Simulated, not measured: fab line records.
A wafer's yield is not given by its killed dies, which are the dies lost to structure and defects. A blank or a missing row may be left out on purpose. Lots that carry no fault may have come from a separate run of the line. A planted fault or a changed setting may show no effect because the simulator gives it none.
Which of the tools did it? ; flow n5Finfet ; 36 wafers from 12 lots sampled at 3 of the route's 1938 steps

## WHAT THE GAUGES READ, wafer by wafer
N5_BEOL_M12_CD_MEAS_28: target cd 160.2 nm.
lot;measured;on;cdNm (nm)
L074;day 11 05:23;cdSem-01;160.2 161.1 158.0
L077;day 12 00:13;cdSem-01;160.3 158.8 159.7
L080;day 12 13:43;cdSem-03;160.8 161.1 159.3
L081;day 13 01:05;cdSem-02;156.1 159.7 158.6
L082;day 13 09:54;cdSem-01;159.1 158.4 159.8
L085;day 14 04:44;cdSem-01;158.4 160.0 157.9
L089;day 14 12:39;cdSem-01;160.2 160.9 159.5
L087;day 14 20:38;cdSem-02;160.2 160.1 160.5
L090;day 14 23:18;cdSem-03;161.3 160.5 160.7
L094;day 15 15:44;cdSem-01;161.0 162.0 161.2
L095;day 16 13:25;cdSem-03;159.8 160.4 158.2
L097;day 17 05:08;cdSem-01;161.1 160.7 161.2

## WHICH TOOL RAN EACH LOT (tool, then ch and the chambers of the sampled wafers, then the start)
lot;N5_BEOL_M12_ETCH_59;N5_BEOL_M12_VIA_ETCH_16
L074;rieDiel-05 ch 0,2,3, day 11 04:28;rieDiel-05 ch 0,2,3, day 11 04:32
L077;rieDiel-02 ch 0,3, day 11 21:56;rieDiel-02 ch 0,3, day 11 21:59
L080;rieDiel-02 ch 1,2, day 12 12:48;rieDiel-02 ch 1,2, day 12 12:51
L081;rieDiel-03 ch 0,1,2, day 13 00:18;rieDiel-03 ch 0,1,2, day 13 00:22
L082;rieDiel-05 ch 1,2, day 13 08:26;rieDiel-05 ch 1,2, day 13 08:29
L085;rieDiel-02 ch 0,1,3, day 14 03:44;rieDiel-02 ch 0,1,3, day 14 03:48
L089;rieDiel-03 ch 1,2,3, day 14 11:52;rieDiel-03 ch 1,2,3, day 14 11:55
L087;rieDiel-02 ch 0,3, day 14 19:51;rieDiel-02 ch 0,3, day 14 19:54
L090;rieDiel-05 ch 0,1,2, day 14 22:31;rieDiel-05 ch 0,1,2, day 14 22:34
L094;rieDiel-02 ch 0,3, day 15 14:50;rieDiel-02 ch 0,3, day 15 14:53
L095;rieDiel-03 ch 0,2, day 16 12:37;rieDiel-03 ch 0,2, day 16 12:41
L097;rieDiel-05 ch 2,3, day 17 04:20;rieDiel-05 ch 2,3, day 17 04:23
- N5_BEOL_M12_ETCH_59: etches BARC in N2/H2, target depth 89 nm, overetch 26.7 nm, time 67.9 s.
- N5_BEOL_M12_VIA_ETCH_16: etches SiOC in C4F8/O2/Ar, target depth 724.8 nm.

## THE ANSWER, worked out from the rows above alone
Rule: the usual values come from the lots themselves. Put in order of their means at a reading, lots are off if they are a third of the lots or fewer, leave a main group of 4 or more, and stand apart from it by a gap of 3 or more times the standard deviation of the main group's means; of several such gaps the widest counts. A main group is skipped when, at the precision printed for the reading in the tables above, its means are all equal. A lot without any number at a reading at which 4 lots or more have one is off too. All remaining lots with rows at the step are treated as sound.
None of the lots is off at any reading shown; this tells nothing.

## WHAT THE SIMULATOR HAD PUT IN
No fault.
